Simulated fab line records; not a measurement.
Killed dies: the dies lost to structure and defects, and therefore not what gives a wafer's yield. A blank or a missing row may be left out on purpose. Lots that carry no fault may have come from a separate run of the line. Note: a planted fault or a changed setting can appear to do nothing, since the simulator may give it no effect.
Which tool was responsible? ; flow n5-finfet ; 24 lots with 72 wafers sampled at 6 steps, on a route of 1938 steps

== WHAT THE GAUGES READ, wafer by wafer ==
N5_BEOL_M7_CD_MEAS_11 targets a cd of 38.5 nm.
lot;measured;on;cd-nm (nm)
L075;day 9 04:13;cd-sem-02;39.2 38.6 38.6
L074;day 9 09:30;cd-sem-03;38.2 39.5 39.0
L076;day 10 02:58;cd-sem-01;38.2 38.5 37.8
L077;day 10 05:31;cd-sem-02;39.1 38.0 38.5
L078;day 10 12:15;cd-sem-03;38.9 38.3 38.1
L079;day 10 16:16;cd-sem-01;38.7 38.5 38.5
L080;day 10 16:43;cd-sem-03;38.8 37.8 38.3
L081;day 11 05:55;cd-sem-01;38.3 38.5 39.3
L082;day 11 11:51;cd-sem-03;38.8 38.0 39.1
L083;day 12 10:35;cd-sem-03;39.1 38.8 39.3
L086;day 12 14:59;cd-sem-01;38.8 38.2 38.3
L084;day 12 15:28;cd-sem-01;39.2 38.2 38.3
L085;day 12 17:43;cd-sem-01;38.4 37.6 38.6
L088;day 13 04:46;cd-sem-03;39.2 38.8 38.9
L087;day 13 07:36;cd-sem-01;38.5 38.8 38.0
L090;day 13 07:57;cd-sem-01;39.0 39.3 38.4
L091;day 13 10:32;cd-sem-03;39.2 39.0 38.6
L089;day 13 14:24;cd-sem-02;38.2 39.3 39.8
L092;day 14 09:24;cd-sem-02;38.4 38.6 37.9
L094;day 14 12:17;cd-sem-02;38.2 38.2 38.4
L095;day 14 15:21;cd-sem-02;38.6 38.4 38.1
L093;day 15 08:59;cd-sem-01;38.1 38.9 38.9
L096;day 15 12:49;cd-sem-01;38.9 38.9 39.3
L097;day 15 12:55;cd-sem-02;37.5 38.5 38.4

N5_BEOL_M7_CD_MEAS_28 targets a cd of 40 nm.
lot;measured;on;cd-nm (nm)
L075;day 9 05:22;cd-sem-02;40.03 40.37 39.90
L074;day 9 11:11;cd-sem-02;39.88 40.11 40.24
L076;day 10 03:56;cd-sem-03;39.51 40.00 39.66
L077;day 10 06:25;cd-sem-01;39.96 39.88 39.60
L078;day 10 13:16;cd-sem-02;40.01 40.05 40.09
L079;day 10 19:14;cd-sem-03;40.25 39.98 40.13
L080;day 10 19:17;cd-sem-02;40.03 40.09 39.87
L081;day 11 07:22;cd-sem-01;40.11 39.89 39.90
L082;day 11 13:05;cd-sem-01;39.51 40.15 40.03
L083;day 12 13:44;cd-sem-01;39.76 39.49 39.66
L086;day 12 15:55;cd-sem-01;40.38 40.29 40.26
L084;day 12 19:38;cd-sem-03;39.84 39.58 39.74
L085;day 12 19:54;cd-sem-01;39.98 40.38 39.90
L088;day 13 06:30;cd-sem-03;39.96 40.36 40.15
L087;day 13 09:30;cd-sem-03;39.99 40.17 39.99
L090;day 13 09:37;cd-sem-01;40.19 39.99 40.13
L091;day 13 12:29;cd-sem-02;39.90 40.37 40.32
L089;day 13 15:47;cd-sem-02;40.23 39.93 39.87
L092;day 14 10:23;cd-sem-02;40.08 40.01 39.81
L094;day 14 14:21;cd-sem-01;40.10 39.65 39.50
L095;day 14 18:23;cd-sem-03;40.28 40.02 39.76
L093;day 15 11:33;cd-sem-03;39.57 40.32 39.69
L096;day 15 15:59;cd-sem-01;40.16 40.23 40.13
L097;day 15 16:22;cd-sem-03;39.69 39.78 39.80

N5_BEOL_M7_THK_MEAS_53: measures by xrf.
lot;measured;on;M7_THK (nm)
L075;day 9 09:58;film-metro-01;78.5 74.8 77.1
L074;day 9 16:49;film-metro-02;79.4 82.2 78.2
L076;day 10 08:42;film-metro-02;77.4 76.7 78.1
L077;day 10 10:54;film-metro-01;74.6 77.8 78.6
L078;day 10 17:03;film-metro-01;78.4 78.7 79.9
L079;day 10 22:32;film-metro-01;78.0 78.7 79.4
L080;day 11 00:08;film-metro-02;79.7 76.9 77.1
L081;day 11 10:14;film-metro-01;77.2 78.1 76.8
L082;day 11 15:58;film-metro-02;76.5 76.8 74.0
L083;day 12 17:08;film-metro-02;74.4 76.3 78.0
L086;day 12 21:34;film-metro-02;79.7 77.1 75.3
L084;day 12 22:22;film-metro-02;76.8 79.9 75.2
L085;day 12 22:58;film-metro-02;76.7 76.7 80.2
L088;day 13 09:43;film-metro-01;81.2 84.0 80.5
L087;day 13 12:46;film-metro-01;78.6 76.1 73.0
L090;day 13 13:16;film-metro-01;72.8 75.9 73.1
L091;day 13 15:23;film-metro-01;74.4 79.5 76.8
L089;day 13 18:47;film-metro-02;79.4 77.3 82.3
L092;day 14 13:25;film-metro-02;77.1 74.9 75.0
L094;day 14 17:46;film-metro-02;80.9 80.4 79.2
L095;day 14 21:38;film-metro-01;76.6 78.0 76.1
L093;day 15 16:07;film-metro-01;79.0 78.0 76.9
L096;day 15 21:44;film-metro-02;78.7 77.5 74.6
L097;day 15 22:29;film-metro-01;81.7 79.6 73.3

== WHAT TOOL EACH LOT RAN ON (gives the tool, then ch and the chambers of the sampled wafers, and finally the start) ==
lot;N5_BEOL_M7_HM_DEP_02;N5_BEOL_M7_STRIP_67;N5_BEOL_M7_DESCUM_33
L075;pvd-sputter-03, day 9 03:43;rie-diel-06 ch 0,2,3, day 9 04:40;rie-diel-02 ch 1,2,3, day 9 05:50
L074;pvd-sputter-02, day 9 08:59;rie-diel-02 ch 0,1,2, day 9 09:59;rie-diel-06 ch 0,2,3, day 9 11:41
L076;pvd-sputter-01, day 10 02:28;rie-diel-02 ch 1,2,3, day 10 03:17;rie-diel-06 ch 0,3, day 10 04:14
L077;pvd-sputter-03, day 10 05:09;rie-diel-03 ch 0,2,3, day 10 05:51;rie-diel-02 ch 0,1,3, day 10 06:32
L078;pvd-sputter-03, day 10 11:53;rie-diel-06 ch 0,2,3, day 10 12:36;rie-diel-06 ch 0,3, day 10 14:05
L079;pvd-sputter-01, day 10 15:46;rie-diel-06 ch 0,2, day 10 16:42;rie-diel-06 ch 2,3, day 10 19:31
L080;pvd-sputter-01, day 10 16:20;rie-diel-02 ch 2,3, day 10 17:32;rie-diel-03 ch 2,3, day 10 19:40
L081;pvd-sputter-01, day 11 05:32;rie-diel-03 ch 1,2, day 11 06:14;rie-diel-06 ch 0,3, day 11 07:29
L082;pvd-sputter-01, day 11 11:28;rie-diel-02 ch 1,3, day 11 12:19;rie-diel-03 ch 0,1,3, day 11 13:13
L083;pvd-sputter-02, day 12 10:13;rie-diel-02 ch 0,1, day 12 10:55;rie-diel-06 ch 1,2, day 12 13:51
L086;pvd-sputter-03, day 12 14:37;rie-diel-02 ch 0,1, day 12 15:19;rie-diel-06 ch 0,1,2, day 12 16:03
L084;pvd-sputter-03, day 12 15:05;rie-diel-03 ch 0,1,3, day 12 15:47;rie-diel-02 ch 1,2,3, day 12 19:46
L085;pvd-sputter-02, day 12 17:13;rie-diel-02 ch 0,2, day 12 18:02;rie-diel-03 ch 0,1,2, day 12 20:01
L088;pvd-sputter-02, day 13 04:23;rie-diel-02 ch 1,2, day 13 05:05;rie-diel-02 ch 1,3, day 13 06:38
L087;pvd-sputter-01, day 13 07:07;rie-diel-02 ch 1,2,3, day 13 07:59;rie-diel-03 ch 0,1,2, day 13 09:37
L090;pvd-sputter-03, day 13 07:27;rie-diel-06 ch 2,3, day 13 08:17;rie-diel-03 ch 0,1,3, day 13 10:01
L091;pvd-sputter-01, day 13 10:03;rie-diel-03 ch 0,2,3, day 13 10:56;rie-diel-06 ch 1,2, day 13 12:40
L089;pvd-sputter-03, day 13 14:01;rie-diel-06 ch 0,1,2, day 13 14:43;rie-diel-02 ch 0,1,2, day 13 15:54
L092;pvd-sputter-02, day 14 08:54;rie-diel-02 ch 2,3, day 14 09:43;rie-diel-06 ch 0,2, day 14 10:30
L094;pvd-sputter-03, day 14 11:47;rie-diel-06 ch 0,1,2, day 14 12:37;rie-diel-06 ch 1,2,3, day 14 14:28
L095;pvd-sputter-01, day 14 14:51;rie-diel-03 ch 0,1,2, day 14 15:40;rie-diel-03 ch 0,1,2, day 14 18:31
L093;pvd-sputter-01, day 15 08:29;rie-diel-06 ch 1,3, day 15 10:20;rie-diel-06 ch 1,3, day 15 13:24
L096;pvd-sputter-03, day 15 12:16;rie-diel-02 ch 1,2,3, day 15 15:22;rie-diel-02 ch 0,2,3, day 15 17:48
L097;pvd-sputter-03, day 15 12:29;rie-diel-02 ch 1,2,3, day 15 15:37;rie-diel-02 ch 0,2,3, day 15 18:38
- N5_BEOL_M7_HM_DEP_02: deposits TiN, target thk 20 nm.
- N5_BEOL_M7_STRIP_67: strips in CF4.
- N5_BEOL_M7_DESCUM_33: chemistry O2, time 7 s.

== WHAT THE TOOLS THEMSELVES READ (means of the sampled wafers that have a number; where no wafer has one, the mark that the record gives instead) ==
N5_BEOL_M7_HM_DEP_02.
lot;tool;throttle-valve-pct (%)
L075;pvd-sputter-03;29.5
L074;pvd-sputter-02;30.4
L076;pvd-sputter-01;29.7
L077;pvd-sputter-03;29.7
L078;pvd-sputter-03;29.0
L079;pvd-sputter-01;29.7
L080;pvd-sputter-01;29.7
L081;pvd-sputter-01;30.6
L082;pvd-sputter-01;29.9
L083;pvd-sputter-02;31.5
L086;pvd-sputter-03;30.3
L084;pvd-sputter-03;29.7
L085;pvd-sputter-02;30.6
L088;pvd-sputter-02;30.3
L087;pvd-sputter-01;30.5
L090;pvd-sputter-03;28.8
L091;pvd-sputter-01;29.7
L089;pvd-sputter-03;29.7
L092;pvd-sputter-02;31.2
L094;pvd-sputter-03;29.7
L095;pvd-sputter-01;30.4
L093;pvd-sputter-01;29.6
L096;pvd-sputter-03;29.2
L097;pvd-sputter-03;29.0

N5_BEOL_M7_STRIP_67.
lot;tool;cf4-flow-sccm (sccm);drypump-motor-current-A (A);oes-product-au (a.u.);rf-vpp-V (V);showerhead-plenum-p-Torr (Torr);throttle-valve-pct (%)
L075;rie-diel-06;150.4;5.7;0.78;272.2;1.85;13.67
L074;rie-diel-02;149.9;5.9;0.74;271.9;1.79;13.64
L076;rie-diel-02;150.2;5.6;0.73;271.5;1.84;13.62
L077;rie-diel-03;150.0;5.5;0.83;272.0;1.81;13.56
L078;rie-diel-06;150.3;5.7;0.76;272.5;1.84;13.68
L079;rie-diel-06;150.0;5.9;0.77;272.8;1.85;13.69
L080;rie-diel-02;150.0;5.3;0.73;273.4;1.86;13.83
L081;rie-diel-03;150.4;5.6;0.98;271.4;1.78;13.29
L082;rie-diel-02;149.9;5.7;0.71;272.5;1.83;13.57
L083;rie-diel-02;150.5;6.2;0.72;270.0;1.76;13.50
L086;rie-diel-02;150.3;6.2;0.72;270.2;1.76;13.51
L084;rie-diel-03;149.7;5.5;0.81;271.9;1.80;13.59
L085;rie-diel-02;150.0;5.6;0.71;270.3;1.80;13.91
L088;rie-diel-02;149.7;5.4;0.73;272.4;1.84;13.76
L087;rie-diel-02;150.4;5.6;0.81;271.9;1.83;13.48
L090;rie-diel-06;150.0;5.9;0.80;273.5;1.86;13.66
L091;rie-diel-03;149.7;5.5;0.78;271.5;1.80;13.63
L089;rie-diel-06;149.9;5.7;0.75;271.9;1.84;13.75
L092;rie-diel-02;149.9;5.3;0.79;273.6;1.85;13.69
L094;rie-diel-06;150.0;5.7;0.84;271.6;1.83;13.57
L095;rie-diel-03;149.7;5.5;0.85;270.4;1.80;13.50
L093;rie-diel-06;150.0;5.8;0.93;272.0;1.84;13.35
L096;rie-diel-02;149.7;5.6;0.79;270.9;1.83;13.51
L097;rie-diel-02;149.8;5.6;0.79;271.8;1.83;13.52

N5_BEOL_M7_DESCUM_33.
lot;tool;drypump-motor-current-A (A);oes-product-au (a.u.);rf-vpp-V (V);showerhead-plenum-p-Torr (Torr);throttle-valve-pct (%)
L075;rie-diel-02;5.5;0.75;244.1;2.14;20.38
L074;rie-diel-06;5.7;0.78;243.8;2.16;20.57
L076;rie-diel-06;5.6;0.75;244.0;2.14;20.55
L077;rie-diel-02;6.1;0.72;242.7;2.07;20.31
L078;rie-diel-06;5.6;0.75;244.6;2.14;20.56
L079;rie-diel-06;5.8;0.72;244.3;2.16;20.66
L080;rie-diel-03;5.7;0.88;242.5;2.07;20.40
L081;rie-diel-06;5.5;0.80;243.7;2.13;20.47
L082;rie-diel-03;5.4;0.82;243.0;2.09;20.35
L083;rie-diel-06;5.9;0.71;244.1;2.17;20.75
L086;rie-diel-06;5.8;0.76;244.3;2.16;20.65
L084;rie-diel-02;5.6;0.83;243.6;2.13;20.27
L085;rie-diel-03;5.6;0.87;243.9;2.10;20.30
L088;rie-diel-02;5.8;0.82;242.7;2.10;20.00
L087;rie-diel-03;5.6;0.87;242.3;2.10;20.31
L090;rie-diel-03;5.5;0.80;243.1;2.09;20.37
L091;rie-diel-06;5.9;0.71;243.8;2.16;20.76
L089;rie-diel-02;5.9;0.81;244.2;2.15;20.29
L092;rie-diel-06;5.6;0.79;243.8;2.14;20.55
L094;rie-diel-06;5.9;0.88;244.4;2.16;20.40
L095;rie-diel-03;5.6;0.85;243.4;2.09;20.34
L093;rie-diel-06;5.7;0.92;244.1;2.14;20.21
L096;rie-diel-02;5.7;0.86;244.8;2.18;20.31
L097;rie-diel-02;5.8;0.86;244.7;2.18;20.33

== THE ANSWER, worked out from the rows above alone ==
Rule: the usual values come from the lots themselves. The widest of any qualifying gaps counts: lots, ordered by their means at a reading, are off when they make up no more than a third of the lots, leave a main group of 4 or more, and stand apart from it by 3 or more times the standard deviation of that group's means. Not used: any main group whose means are identical at the precision the tables above print for the reading. Also off: a lot with no number at a reading for which 4 or more lots have one. All remaining lots with rows at the step are treated as sound. The gauges are gone through in route order, then the tools' own readings, and for those a lot's mean is taken as printed above. The first step at which some lot is off is used, and at that step the reading that is off furthest; a lot without a number counts as furthest.
Nothing can be told from this: no lot is off at any reading shown.

== WHAT WAS PUT IN BY THE SIMULATOR ==
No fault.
